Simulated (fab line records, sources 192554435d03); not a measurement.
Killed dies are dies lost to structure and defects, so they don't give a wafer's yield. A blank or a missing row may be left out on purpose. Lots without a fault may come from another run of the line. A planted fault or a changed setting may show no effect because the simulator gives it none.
Which tool did it? | flow n5_finfet | 9 lots, 25 wafers sampled, at 5 steps of a route of 1938

WHAT THE GAUGES READ, wafer by wafer
N5_BEOL_M4_RC_MEAS_101. Usual: DIBL_N 36.8 mV/V, standard deviation 2.1; DIBL_P 37.1 mV/V, standard deviation 2.2; IOFF_N 0.18 nA/um, standard deviation 0.037; IOFF_P 0.23 nA/um, standard deviation 0.041; ION_N 682 uA/um, standard deviation 13; ION_P 467 uA/um, standard deviation 8.6; SS_N 71.7 mV/dec, standard deviation 0.61; SS_P 73.5 mV/dec, standard deviation 0.6; VT_N 248 mV, standard deviation 3.4; VT_P -249 mV, standard deviation 3.5.
lot  | measured     | on        | DIBL_N (mV/V)  | DIBL_P (mV/V)  | IOFF_N (nA/um) | IOFF_P (nA/um) | ION_N (uA/um) | ION_P (uA/um) | SS_N (mV/dec)  | SS_P (mV/dec)  | VT_N (mV)   | VT_P (mV)      | flag
L592 | day 8 14:53  | prober-01 | 33.7 32.8 34.0 | 35.1 33.8 34.8 | 0.12 0.10 0.12 | 0.17 0.15 0.16 | 662 649 662   | 457 440 452   | 70.5 70.6 70.7 | 72.7 72.9 72.3 | 252 257 253 | -252 -256 -257 |
L594 | day 8 20:50  | prober-02 | 32.2 32.3 34.1 | 32.8 32.7 34.5 | 0.13 0.13 0.16 | 0.18 0.18 0.21 | 668 678 683   | 461 466 470   | 70.8 70.5 71.5 | 72.8 72.8 73.6 | 250 253 248 | -250 -249 -250 |
L601 | day 10 20:28 | prober-01 | 37.5 34.7      | 37.5 34.7      | 0.17 0.13      | 0.22 0.18      | 684 670       | 471 464       | 71.4 71.0      | 73.5 73.2      | 250 252     | -250 -253      |
L606 | day 11 23:19 | prober-01 | 37.8 35.6      | 38.4 36.6      | 0.18 0.15      | 0.24 0.21      | 694 692       | 478 477       | 71.5 70.8      | 73.5 73.2      | 248 249     | -247 -247      |
L608 | day 12 08:43 | prober-02 | 36.3 35.7 32.1 | 37.1 35.9 32.2 | 0.17 0.15 0.10 | 0.23 0.21 0.16 | 673 678 661   | 467 473 458   | 71.9 71.7 71.4 | 73.9 73.5 72.7 | 248 250 255 | -248 -248 -254 |
L610 | day 13 06:46 | prober-02 | 38.5 34.8 36.3 | 39.1 34.6 36.2 | 0.22 0.14 0.18 | 0.26 0.18 0.21 | 699 669 696   | 473 467 472   | 71.3 70.4 70.7 | 75.0 73.3 73.9 | 245 253 247 | -248 -249 -251 |
L611 | day 13 14:47 | prober-01 | 37.0 37.0 39.1 | 39.5 39.3 41.5 | 0.20 0.19 0.24 | 0.29 0.29 0.33 | 694 685 696   | 475 476 480   | 72.4 71.6 73.0 | 74.0 73.7 74.6 | 245 247 244 | -242 -242 -242 |
L612 | day 13 08:25 | prober-01 | 35.1 35.8 37.7 | 37.3 37.5 41.0 | 0.16 0.16 0.22 | 0.20 0.20 0.26 | 677 684 690   | 466 464 468   | 70.8 71.4 71.8 | 72.6 73.9 74.3 | 249 250 247 | -250 -250 -248 |
L613 | day 13 18:50 | prober-01 | 36.3 38.0 37.9 | 35.6 38.2 38.1 | 0.15 0.18 0.18 | 0.20 0.25 0.24 | 679 682 688   | 466 469 469   | 71.5 72.5 71.8 | 73.2 74.5 73.6 | 249 248 249 | -251 -249 -247 |

WHICH TOOL RAN EACH LOT (tool, then ch and the chambers of the sampled wafers, then the start)
lot  | N5_BEOL_M1_ETCH_64                 | N5_BEOL_M1_ETCH_69                 | N5_BEOL_M1_ALD_98                 | N5_BEOL_M1_TRENCH_ETCH_37
L592 | rie_diel-01 ch 0,2,3, day 6 12:32  | rie_diel-05 ch 0,1,3, day 6 13:23  | ald_sin-03 ch 0,1,3, day 6 14:49  | rie_diel-05 ch 0,1,3, day 8 14:53 or earlier
L594 | rie_diel-01 ch 2,3, day 7 06:08    | rie_diel-04 ch 2,3, day 7 06:58    | ald_sin-03 ch 1,2,3, day 7 07:14  | rie_diel-04 ch 0,1,2, day 8 20:50 or earlier
L601 | rie_diel-04 ch 0,3, day 9 00:40    | rie_diel-05 ch 1, day 9 01:44      | ald_sin-04 ch 1,3, day 9 02:13    | rie_diel-05 ch 1,3, day 10 20:28 or earlier
L606 | rie_diel-05 ch 0, day 10 04:54     | rie_diel-04 ch 0,3, day 10 05:45   | ald_sin-01 ch 0,1, day 10 06:38   | rie_diel-05 ch 0, day 11 23:19 or earlier
L608 | rie_diel-05 ch 0,1,2, day 10 14:16 | rie_diel-04 ch 0,1,3, day 10 15:06 | ald_sin-04 ch 0,3, day 10 15:11   | rie_diel-01 ch 2,3, day 12 08:43 or earlier
L610 | rie_diel-01 ch 0,1,2, day 11 05:16 | rie_diel-04 ch 0,2,3, day 11 06:17 | ald_sin-03 ch 1,2,3, day 11 06:22 | rie_diel-04 ch 2,3, day 13 06:46 or earlier
L611 | rie_diel-04 ch 0,1,2, day 11 10:36 | rie_diel-04 ch 0,3, day 11 11:32   | ald_sin-03 ch 0,1,3, day 11 11:37 | rie_diel-04 ch 0,1,3, day 13 14:47 or earlier
L612 | rie_diel-05 ch 0,1,2, day 11 17:44 | rie_diel-05 ch 0,1, day 11 18:35   | ald_sin-03 ch 0,2, day 11 18:40   | rie_diel-05 ch 1,2, day 13 08:25 or earlier
L613 | rie_diel-05 ch 0,1,3, day 11 20:49 | rie_diel-04 ch 0,1,2, day 11 21:46 | ald_sin-01 ch 0,1, day 11 21:51   | rie_diel-04 ch 0,1, day 13 18:50 or earlier
- N5_BEOL_M1_ETCH_64: etches SOC in N2/H2, target depth 75 nm, overetch 15 nm, time 112.5 s.
- N5_BEOL_M1_ETCH_69: etches SiARC in CF4, target depth 15.6 nm, time 26 s.
- N5_BEOL_M1_ALD_98: deposits SiO2, target thk 2.5 nm, pulse time 1 s, co reactant pulse time 1 s.
- N5_BEOL_M1_TRENCH_ETCH_37: etches SiOC in C4F6/O2, target depth 55.207 nm, time 29 s.

WHAT THE TOOLS THEMSELVES READ (means of the sampled wafers that have a number; where no wafer has one, the mark that the record gives instead)
N5_BEOL_M1_ETCH_64. Usual: drypump_motor_current_A 5.7 A, standard deviation 0.41; n2_flow_sccm 199.9 sccm, standard deviation 0.62; oes_product_au 0.60 a.u., standard deviation 0.058; rf_vpp_V 523.8 V, standard deviation 2.6; showerhead_plenum_p_Torr 2.54 Torr, standard deviation 0.097; throttle_valve_pct 17.82 %, standard deviation 0.22.
lot  | tool        | drypump_motor_current_A (A) | n2_flow_sccm (sccm) | oes_product_au (a.u.) | rf_vpp_V (V) | showerhead_plenum_p_Torr (Torr) | throttle_valve_pct (%) | flag
L592 | rie_diel-01 | 5.4                         | 199.8               | 0.56                  | 525.8        | 2.63                            | 17.92                  |
L594 | rie_diel-01 | 5.5                         | 199.5               | 0.56                  | 526.1        | 2.63                            | 17.90                  |
L601 | rie_diel-04 | 6.0                         | 200.4               | 0.66                  | 524.9        | 2.58                            | 17.93                  |
L606 | rie_diel-05 | 6.0                         | 199.9               | 0.55                  | 520.4        | 2.40                            | 17.97                  |
L608 | rie_diel-05 | 5.7                         | 200.4               | 0.61                  | 522.2        | 2.45                            | 17.79                  |
L610 | rie_diel-01 | 5.5                         | 200.1               | 0.61                  | 524.4        | 2.59                            | 17.93                  |
L611 | rie_diel-04 | 6.2                         | 200.0               | 0.59                  | 524.8        | 2.57                            | 17.73                  |
L612 | rie_diel-05 | 5.8                         | 199.7               | 0.60                  | 521.5        | 2.45                            | 17.81                  |
L613 | rie_diel-05 | 5.8                         | 199.7               | 0.58                  | 520.2        | 2.39                            | 17.90                  |

N5_BEOL_M1_ETCH_69. Usual: drypump_motor_current_A 5.7 A, standard deviation 0.4; etch_rf_on_time_s 26.0 s, standard deviation 0.49; oes_product_au 0.65 a.u., standard deviation 0.067; rf_vpp_V 183.9 V, standard deviation 1.2; showerhead_plenum_p_Torr 2.14 Torr, standard deviation 0.079; throttle_valve_pct 15.62 %, standard deviation 0.22.
lot  | tool        | drypump_motor_current_A (A) | etch_rf_on_time_s (s) | oes_product_au (a.u.) | rf_vpp_V (V) | showerhead_plenum_p_Torr (Torr) | throttle_valve_pct (%) | flag
L592 | rie_diel-05 | 5.8                         | 26.3                  | 0.64                  | 183.2        | 2.04                            | 15.72                  |
L594 | rie_diel-04 | 5.5                         | 25.8                  | 0.73                  | 183.5        | 2.11                            | 15.32                  |
L601 | rie_diel-05 | 5.7                         | 35.9                  | 0.56                  | 182.2        | 1.99                            | 15.78                  | OFF
L606 | rie_diel-04 | 6.0                         | 26.1                  | 0.70                  | 183.9        | 2.17                            | 15.62                  |
L608 | rie_diel-04 | 6.2                         | 25.7                  | 0.67                  | 184.4        | 2.15                            | 15.59                  |
L610 | rie_diel-04 | 5.9                         | 25.7                  | 0.68                  | 184.4        | 2.16                            | 15.54                  |
L611 | rie_diel-04 | 6.2                         | 25.6                  | 0.70                  | 184.7        | 2.20                            | 15.73                  |
L612 | rie_diel-05 | 5.9                         | 25.9                  | 0.63                  | 182.5        | 2.00                            | 15.84                  |
L613 | rie_diel-04 | 6.2                         | 25.5                  | 0.64                  | 184.5        | 2.17                            | 15.60                  |

N5_BEOL_M1_ALD_98. Usual: heater_power_w 82 W, standard deviation 5.6; precursor_pulse_height_rel 0.999, standard deviation 0.018.
lot  | tool       | heater_power_w (W) | precursor_pulse_height_rel | flag
L592 | ald_sin-03 | 81                 | 0.994                      |
L594 | ald_sin-03 | 80                 | 1.004                      |
L601 | ald_sin-04 | 84                 | 0.996                      |
L606 | ald_sin-01 | 79                 | 1.002                      |
L608 | ald_sin-04 | 82                 | 1.014                      |
L610 | ald_sin-03 | 79                 | 0.992                      |
L611 | ald_sin-03 | 80                 | 0.992                      |
L612 | ald_sin-03 | 85                 | 0.984                      |
L613 | ald_sin-01 | 79                 | 0.996                      |

N5_BEOL_M1_TRENCH_ETCH_37. Usual: C4F6_flow_sccm 10.00 sccm, standard deviation 0.033; O2_flow_sccm 10.000 sccm, standard deviation 0.027; drypump_motor_current_A 5.7 A, standard deviation 0.38; oes_product_au 0.77 a.u., standard deviation 0.081; rf_vpp_V 664 V, standard deviation 16; showerhead_plenum_p_Torr 2.83 Torr, standard deviation 0.11; throttle_valve_pct 20.84 %, standard deviation 0.24.
lot  | tool        | C4F6_flow_sccm (sccm) | O2_flow_sccm (sccm) | drypump_motor_current_A (A) | oes_product_au (a.u.) | rf_vpp_V (V) | showerhead_plenum_p_Torr (Torr) | throttle_valve_pct (%) | flag
L592 | rie_diel-05 | 9.97                  | 10.010              | 5.8                         | 0.75                  | 662          | 2.71                            | 20.96                  |
L594 | rie_diel-04 | 10.03                 | 10.013              | 6.2                         | 0.77                  | 665          | 2.90                            | 20.73                  |
L601 | rie_diel-05 | 10.00                 | 9.995               | 5.6                         | 0.76                  | 646          | 2.70                            | 20.97                  |
L606 | rie_diel-05 | 9.99                  | 10.011              | 6.0                         | 0.69                  | 690          | 2.70                            | 21.03                  |
L608 | rie_diel-01 | 10.00                 | 10.009              | 5.5                         | 0.69                  | 676          | 2.94                            | 21.00                  |
L610 | rie_diel-04 | 9.98                  | 9.996               | 5.5                         | 0.77                  | 661          | 2.82                            | 20.52                  |
L611 | rie_diel-04 | 9.98                  | 10.009              | 6.2                         | 0.78                  | 659          | 2.86                            | 20.84                  |
L612 | rie_diel-05 | 10.00                 | 10.003              | 5.7                         | 0.80                  | 642          | 2.73                            | 20.93                  |
L613 | rie_diel-04 | 9.99                  | 9.970               | 6.5                         | 0.72                  | 660          | 2.87                            | 20.86                  |

THE ANSWER, worked out from the rows above alone
Rule: a lot is off if the mean of its wafers that have a number lies more than 3 standard deviations from the usual mean. A lot without any number at a reading at which 4 lots or more have one is off too. The other lots that the step has rows for count as sound. The gauges are gone through in route order, then the tools' own readings, and for those a lot's mean is taken as printed above. The first step at which some lot is off is used, and at that step the reading that is off furthest; a lot without a number counts as furthest.
Off: L601, at N5_BEOL_M1_ETCH_69 (etch_rf_on_time_s).
A tool fits if, at that step or a process step before it, it ran every lot that is off, and no sound lot after the first of them. None of those tried fits.

WHAT THE SIMULATOR HAD PUT IN
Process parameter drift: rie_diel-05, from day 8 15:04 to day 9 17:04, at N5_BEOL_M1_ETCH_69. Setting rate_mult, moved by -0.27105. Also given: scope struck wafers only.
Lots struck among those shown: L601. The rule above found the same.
